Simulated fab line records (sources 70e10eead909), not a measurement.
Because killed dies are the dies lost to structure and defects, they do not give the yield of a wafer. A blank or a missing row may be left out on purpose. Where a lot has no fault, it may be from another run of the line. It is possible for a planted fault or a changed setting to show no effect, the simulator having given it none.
What tool caused it? -- flow nandHarc -- Sampling: 24 lots, 72 wafers, 6 of 1302 route steps

WHAT THE GAUGES READ, wafer by wafer
The record lacks any reading of a measuring or inspecting step that a usual standard deviation could be used to judge.

WHAT TOOL EACH LOT RAN ON (gives the tool, then ch and the chambers of the sampled wafers, and finally the start)
lot,NHARC_A_STAIRCASE_ETCH_227,NHARC_A_STAIRCASE_ETCH_236,NHARC_A_STAIRCASE_ETCH_253,NHARC_A_STAIRCASE_STRIP_274,NHARC_A_STAIRCASE_DEP_280,NHARC_A_STAIRCASE_ETCH_453
L074,"rieDiel-01 ch 1,2,3, day 16 04:46 or earlier","rieDiel-01 ch 1,2, day 16 04:46 or earlier","rieDiel-01 ch 0,1,3, day 16 04:46","rieDiel-05 ch 1,2,3, day 17 00:36 or earlier","pecvd-04 ch 0,2, day 17 00:36","rieDiel-04 ch 2,3, no start"
L075,"rieDiel-01 ch 2,3, day 16 05:04 or earlier","rieDiel-01 ch 1,2,3, day 16 05:04 or earlier","rieDiel-01 ch 1,3, day 16 05:04","rieDiel-01 ch 0,2,3, day 17 01:28 or earlier","pecvd-04 ch 0,1,2, day 17 01:28","rieDiel-05 ch 0,1, no start"
L076,"rieDiel-04 ch 0,2, day 17 04:16 or earlier","rieDiel-04 ch 0,1,2, day 17 04:16 or earlier","rieDiel-04 ch 0,2,3, day 17 04:16","rieDiel-04 ch 1,2,3, day 17 14:32 or earlier","pecvd-01 ch 1,2, day 17 14:32","rieDiel-01 ch 0,1,2, no start"
L077,"rieDiel-04 ch 0,2,3, day 17 06:09 or earlier","rieDiel-04 ch 0,1,2, day 17 06:09 or earlier","rieDiel-04 ch 0,1,2, day 17 06:09","rieDiel-05 ch 0,1,3, day 17 16:17 or earlier","pecvd-01 ch 0,1,2, day 17 16:17","rieDiel-01 ch 1,2,3, no start"
L078,"rieDiel-01 ch 0,1,3, day 17 12:16 or earlier","rieDiel-01 ch 0,1,2, day 17 12:16 or earlier","rieDiel-04 ch 0,2,3, day 17 12:16","rieDiel-05 ch 0,2,3, day 17 22:48 or earlier","pecvd-01 ch 0,1,2, day 17 22:48","rieDiel-04 ch 1,2,3, no start"
L081,"rieDiel-04 ch 1,2,3, day 18 18:43 or earlier","rieDiel-05 ch 1,3, day 18 18:43 or earlier","rieDiel-01 ch 0,1,3, day 18 18:43","rieDiel-05 ch 0,1,2, day 19 08:49 or earlier","pecvd-01 ch 0,1,2, day 19 08:49","rieDiel-01 ch 0,2,3, no start"
L080,"rieDiel-01 ch 1,2, day 18 19:24 or earlier","rieDiel-01 ch 0,1, day 18 19:24 or earlier","rieDiel-01 ch 2,3, day 18 19:24","rieDiel-04 ch 2,3, day 19 08:46 or earlier","pecvd-04 ch 0,1,2, day 19 08:46","rieDiel-05 ch 0,2, no start"
L079,"rieDiel-01 ch 0,1,2, day 19 01:13 or earlier","rieDiel-01 ch 0,1,2, day 19 01:13 or earlier","rieDiel-04 ch 1,3, day 19 01:13","rieDiel-04 ch 0,1,3, day 19 18:30 or earlier","pecvd-01 ch 0,1,2, day 19 18:30","rieDiel-04 ch 2,3, no start"
L082,"rieDiel-01 ch 0,2,3, day 20 04:13 or earlier","rieDiel-01 ch 0,2,3, day 20 04:13 or earlier","rieDiel-04 ch 1,3, day 20 04:13","rieDiel-04 ch 0,2, day 20 15:58 or earlier","pecvd-01 ch 0,2, day 20 15:58","rieDiel-05 ch 0,2, no start"
L083,"rieDiel-04 ch 0,3, day 20 04:20 or earlier","rieDiel-01 ch 0,2,3, day 20 04:20 or earlier","rieDiel-01 ch 0,1,2, day 20 04:20","rieDiel-01 ch 0,3, day 20 16:11 or earlier","pecvd-03 ch 0,1, day 20 16:11","rieDiel-05 ch 0,1,3, no start"
L085,"rieDiel-04 ch 2,3, day 20 14:14 or earlier","rieDiel-04 ch 0,2,3, day 20 14:14 or earlier","rieDiel-01 ch 1,2, day 20 14:14","rieDiel-05 ch 0,1,2, day 21 01:19 or earlier","pecvd-04 ch 1,2, day 21 01:19","rieDiel-01 ch 2,3, no start"
L084,"rieDiel-05 ch 0,1,3, day 20 14:31 or earlier","rieDiel-05 ch 0,1,3, day 20 14:31 or earlier","rieDiel-05 ch 1,3, day 20 14:31","rieDiel-04 ch 0,1,2, day 21 01:32 or earlier","pecvd-03 ch 0,1, day 21 01:32","rieDiel-05 ch 1,3, no start"
L086,"rieDiel-05 ch 0,2,3, day 21 00:29 or earlier","rieDiel-01 ch 1,3, day 21 00:29 or earlier","rieDiel-01 ch 0,1,2, day 21 00:29","rieDiel-05 ch 1,2, day 21 09:11 or earlier","pecvd-01 ch 0,1, day 21 09:11","rieDiel-04 ch 1,2,3, no start"
L088,"rieDiel-04 ch 1,2,3, day 21 22:53 or earlier","rieDiel-05 ch 0,1,3, day 21 22:53 or earlier","rieDiel-05 ch 0,1,2, day 21 22:53","rieDiel-01 ch 0,2, day 22 13:11 or earlier","pecvd-03 ch 0,1, day 22 13:11","rieDiel-01 ch 0,1, no start"
L087,"rieDiel-01 ch 0,2,3, day 22 00:30 or earlier","rieDiel-04 ch 0,3, day 22 00:30 or earlier","rieDiel-01 ch 0,1,2, day 22 00:30","rieDiel-05 ch 1,2, day 22 14:44 or earlier","pecvd-03 ch 0,1, day 22 14:44","rieDiel-05 ch 0,2,3, no start"
L089,"rieDiel-01 ch 0,1,2, day 22 01:25 or earlier","rieDiel-01 ch 0,1, day 22 01:25 or earlier","rieDiel-05 ch 0,1, day 22 01:25","rieDiel-05 ch 0,1,3, day 22 19:32 or earlier","pecvd-01 ch 0,2, day 22 19:32","rieDiel-05 ch 0,1, no start"
L090,"rieDiel-01 ch 2,3, day 22 17:13 or earlier","rieDiel-01 ch 0,1,2, day 22 17:13 or earlier","rieDiel-01 ch 0,1,2, day 22 17:13","rieDiel-04 ch 1,2,3, day 23 06:38 or earlier","pecvd-01 ch 0,1,2, day 23 06:38","rieDiel-01 ch 0,2,3, no start"
L091,"rieDiel-04 ch 0,1, day 23 06:05 or earlier","rieDiel-04 ch 1,3, day 23 06:05 or earlier","rieDiel-05 ch 0,1,3, day 23 06:05","rieDiel-05 ch 1,3, day 23 21:04 or earlier","pecvd-01 ch 1,2, day 23 21:04","rieDiel-05 ch 2,3, no start"
L093,"rieDiel-04 ch 0,1, day 23 23:00 or earlier","rieDiel-05 ch 1,2,3, day 23 23:00 or earlier","rieDiel-04 ch 1,2, day 23 23:00","rieDiel-04 ch 0,1,3, day 24 11:39 or earlier","pecvd-03 ch 1,2, day 24 11:39","rieDiel-01 ch 0,1, no start"
L092,"rieDiel-04 ch 1,3, day 24 03:40 or earlier","rieDiel-04 ch 0,1,3, day 24 03:40 or earlier","rieDiel-04 ch 0,2, day 24 03:40","rieDiel-05 ch 0,3, day 24 16:01 or earlier","pecvd-03 ch 1,2, day 24 16:01","rieDiel-01 ch 0,2,3, no start"
L094,"rieDiel-05 ch 0,2,3, day 24 11:40 or earlier","rieDiel-05 ch 1,2, day 24 11:40 or earlier","rieDiel-04 ch 0,1,2, day 24 11:40","rieDiel-05 ch 2,3, day 24 22:26 or earlier","pecvd-04 ch 0,1, day 24 22:26","rieDiel-01 ch 1,2,3, no start"
L095,"rieDiel-01 ch 0,1, day 25 10:32 or earlier","rieDiel-04 ch 1,2, day 25 10:32 or earlier","rieDiel-04 ch 0,3, day 25 10:32","rieDiel-01 ch 1,2, day 26 00:12 or earlier","pecvd-03 ch 0,1, day 26 00:12","rieDiel-04 ch 1,2,3, no start"
L096,"rieDiel-04 ch 0,1,2, day 25 13:45 or earlier","rieDiel-04 ch 0,1, day 25 13:45 or earlier","rieDiel-04 ch 2,3, day 25 13:45","rieDiel-04 ch 0,1, day 26 02:47 or earlier","pecvd-03 ch 0,1,2, day 26 02:47","rieDiel-05 ch 0,1,3, no start"
L097,"rieDiel-05 ch 0,1,3, day 26 00:01 or earlier","rieDiel-05 ch 0,2,3, day 26 00:01 or earlier","rieDiel-04 ch 1,2,3, day 26 00:01","rieDiel-01 ch 0,2,3, day 26 13:15 or earlier","pecvd-03 ch 1,2, day 26 13:15","rieDiel-04 ch 0,1,3, no start"
- NHARC_A_STAIRCASE_ETCH_227: etches the open film in C4F8/O2, target depth 100 nm, time 40.5 s.
- NHARC_A_STAIRCASE_ETCH_236: etches the open film in C4F8/O2, target depth 100 nm, time 40.5 s.
- NHARC_A_STAIRCASE_ETCH_253: etches the open film in C4F8/O2, target depth 50 nm, time 20.2 s.
- NHARC_A_STAIRCASE_STRIP_274: strips in O2.
- NHARC_A_STAIRCASE_DEP_280: deposits SiON, target thk 30 nm.
- NHARC_A_STAIRCASE_ETCH_453: etches the open film in CF4/O2, target depth 30 nm, overetch 3 nm, time 16.5 s.

WHAT THE TOOLS THEMSELVES READ (means of the sampled wafers that have a number; where no wafer has one, the mark that the record gives instead)
NHARC_A_STAIRCASE_ETCH_227.
lot,tool,oesProductAu (a.u.),rfVppV (V)
L074,rieDiel-01,0.933,894
L075,rieDiel-01,0.943,895
L076,rieDiel-04,0.942,897
L077,rieDiel-04,0.929,899
L078,rieDiel-01,0.951,893
L081,rieDiel-04,0.938,899
L080,rieDiel-01,0.943,894
L079,rieDiel-01,0.952,892
L082,rieDiel-01,0.956,893
L083,rieDiel-04,0.918,901
L085,rieDiel-04,0.941,900
L084,rieDiel-05,0.948,894
L086,rieDiel-05,0.945,892
L088,rieDiel-04,0.945,899
L087,rieDiel-01,0.942,892
L089,rieDiel-01,0.947,892
L090,rieDiel-01,0.949,893
L091,rieDiel-04,0.920,893
L093,rieDiel-04,0.958,892
L092,rieDiel-04,0.943,900
L094,rieDiel-05,0.942,891
L095,rieDiel-01,0.939,890
L096,rieDiel-04,0.944,893
L097,rieDiel-05,0.933,895

NHARC_A_STAIRCASE_ETCH_236.
lot,tool,oesProductAu (a.u.),rfVppV (V)
L074,rieDiel-01,0.932,896
L075,rieDiel-01,0.946,896
L076,rieDiel-04,0.949,896
L077,rieDiel-04,0.944,895
L078,rieDiel-01,0.944,893
L081,rieDiel-05,0.935,899
L080,rieDiel-01,0.942,892
L079,rieDiel-01,0.942,891
L082,rieDiel-01,0.936,892
L083,rieDiel-01,0.948,893
L085,rieDiel-04,0.932,900
L084,rieDiel-05,0.939,895
L086,rieDiel-01,0.961,894
L088,rieDiel-05,0.926,894
L087,rieDiel-04,0.927,896
L089,rieDiel-01,0.953,890
L090,rieDiel-01,0.945,893
L091,rieDiel-04,0.936,897
L093,rieDiel-05,0.948,894
L092,rieDiel-04,0.943,896
L094,rieDiel-05,0.940,890
L095,rieDiel-04,0.954,896
L096,rieDiel-04,0.934,893
L097,rieDiel-05,0.939,897

NHARC_A_STAIRCASE_ETCH_253.
lot,tool,oesProductAu (a.u.),rfVppV (V)
L074,rieDiel-01,0.960,893
L075,rieDiel-01,0.959,894
L076,rieDiel-04,0.953,901
L077,rieDiel-04,0.926,895
L078,rieDiel-04,0.919,899
L081,rieDiel-01,0.968,892
L080,rieDiel-01,0.963,894
L079,rieDiel-04,0.957,897
L082,rieDiel-04,0.925,901
L083,rieDiel-01,0.976,893
L085,rieDiel-01,0.984,894
L084,rieDiel-05,0.946,900
L086,rieDiel-01,0.955,892
L088,rieDiel-05,0.950,892
L087,rieDiel-01,0.972,892
L089,rieDiel-05,0.975,891
L090,rieDiel-01,0.951,892
L091,rieDiel-05,0.972,895
L093,rieDiel-04,0.972,894
L092,rieDiel-04,0.951,893
L094,rieDiel-04,0.972,893
L095,rieDiel-04,0.925,901
L096,rieDiel-04,0.978,900
L097,rieDiel-04,0.927,899

NHARC_A_STAIRCASE_STRIP_274.
lot,tool,drypumpMotorCurrentA (A),oesProductAu (a.u.),rfVppV (V),showerheadPlenumPTorr (Torr),throttleValvePct (%)
L074,rieDiel-05,5.3,1.005,58.5,3.51,17.033
L075,rieDiel-01,6.4,0.996,57.9,3.43,17.033
L076,rieDiel-04,5.8,1.002,57.7,3.61,17.034
L077,rieDiel-05,5.4,1.001,57.6,3.53,17.036
L078,rieDiel-05,5.6,1.001,57.9,3.42,17.043
L081,rieDiel-05,5.5,0.996,57.4,3.41,17.042
L080,rieDiel-04,6.2,0.978,58.5,3.73,17.046
L079,rieDiel-04,5.9,0.993,57.3,3.56,17.037
L082,rieDiel-04,5.4,0.981,58.1,3.49,17.033
L083,rieDiel-01,6.5,1.008,58.3,3.43,17.035
L085,rieDiel-05,5.5,0.999,56.9,3.41,17.036
L084,rieDiel-04,5.5,0.999,57.6,3.48,17.038
L086,rieDiel-05,5.4,0.991,57.6,3.39,17.041
L088,rieDiel-01,6.3,1.004,57.1,3.41,17.037
L087,rieDiel-05,5.4,0.998,57.3,3.38,17.042
L089,rieDiel-05,5.4,0.993,58.0,3.51,17.044
L090,rieDiel-04,5.8,1.001,57.9,3.59,17.032
L091,rieDiel-05,5.0,0.991,57.2,3.58,17.043
L093,rieDiel-04,5.9,1.008,57.2,3.54,17.032
L092,rieDiel-05,5.7,0.995,58.4,3.41,17.033
L094,rieDiel-05,5.6,0.996,56.5,3.37,17.045
L095,rieDiel-01,6.1,0.988,57.6,3.47,17.035
L096,rieDiel-04,5.6,1.004,57.6,3.42,17.033
L097,rieDiel-01,6.4,0.995,57.3,3.40,17.040

NHARC_A_STAIRCASE_DEP_280.
lot,tool,heaterPowerOuterW (W),heaterPowerW (W)
L074,pecvd-04,548,754
L075,pecvd-04,568,835
L076,pecvd-01,435,704
L077,pecvd-01,467,746
L078,pecvd-01,489,764
L081,pecvd-01,481,749
L080,pecvd-04,542,811
L079,pecvd-01,478,756
L082,pecvd-01,499,780
L083,pecvd-03,382,624
L085,pecvd-04,557,845
L084,pecvd-03,410,644
L086,pecvd-01,452,710
L088,pecvd-03,378,620
L087,pecvd-03,411,651
L089,pecvd-01,483,787
L090,pecvd-01,453,719
L091,pecvd-01,435,712
L093,pecvd-03,361,636
L092,pecvd-03,399,660
L094,pecvd-04,516,828
L095,pecvd-03,386,607
L096,pecvd-03,366,606
L097,pecvd-03,381,635

NHARC_A_STAIRCASE_ETCH_453.
lot,tool,drypumpMotorCurrentA (A),oesProductAu (a.u.),rfVppV (V),showerheadPlenumPTorr (Torr),throttleValvePct (%)
L074,rieDiel-04,6.1,0.998,198.8,1.41,13.391
L075,rieDiel-05,5.3,0.998,198.3,1.34,13.392
L076,rieDiel-01,6.3,1.003,196.3,1.30,13.399
L077,rieDiel-01,6.2,1.004,197.8,1.32,13.395
L078,rieDiel-04,5.8,0.999,199.3,1.37,13.406
L081,rieDiel-01,6.4,1.007,197.4,1.29,13.403
L080,rieDiel-05,5.8,1.002,195.9,1.25,13.395
L079,rieDiel-04,6.1,0.989,199.1,1.41,13.393
L082,rieDiel-05,5.8,1.008,196.0,1.25,13.397
L083,rieDiel-05,5.4,0.997,197.6,1.33,13.391
L085,rieDiel-01,6.3,1.009,197.6,1.31,13.397
L084,rieDiel-05,5.0,0.991,198.1,1.36,13.398
L086,rieDiel-04,5.8,1.002,198.9,1.36,13.392
L088,rieDiel-01,6.3,1.008,197.5,1.30,13.403
L087,rieDiel-05,5.6,0.988,196.8,1.28,13.397
L089,rieDiel-05,5.6,1.005,197.4,1.29,13.396
L090,rieDiel-01,6.4,1.003,196.7,1.29,13.398
L091,rieDiel-05,5.4,0.999,197.1,1.32,13.396
L093,rieDiel-01,6.3,1.002,197.1,1.30,13.399
L092,rieDiel-01,6.4,1.000,196.8,1.29,13.392
L094,rieDiel-01,6.2,0.995,197.0,1.31,13.391
L095,rieDiel-04,5.8,1.008,197.6,1.35,13.402
L096,rieDiel-05,5.4,0.987,197.5,1.32,13.394
L097,rieDiel-04,5.9,0.995,197.5,1.34,13.393

THE ANSWER, worked out from the rows above alone
Rule: the lots themselves supply what counts as usual. The widest of any qualifying gaps counts: lots, ordered by their means at a reading, are off when they make up no more than a third of the lots, leave a main group of 4 or more, and stand apart from it by 3 or more times the standard deviation of that group's means. Not used: any main group whose means are identical at the precision the tables above print for the reading. Also off: a lot with no number at a reading for which 4 or more lots have one. All remaining lots with rows at the step are treated as sound. After the gauges, taken in route order, come the tools' own readings; for these a lot's mean is taken, as printed above. The first step at which some lot is off is used, and at that step the reading that is off furthest; a lot without a number counts as furthest.
No lot is off on any of the readings shown, so nothing can be concluded from this.

WHAT WAS PUT IN BY THE SIMULATOR
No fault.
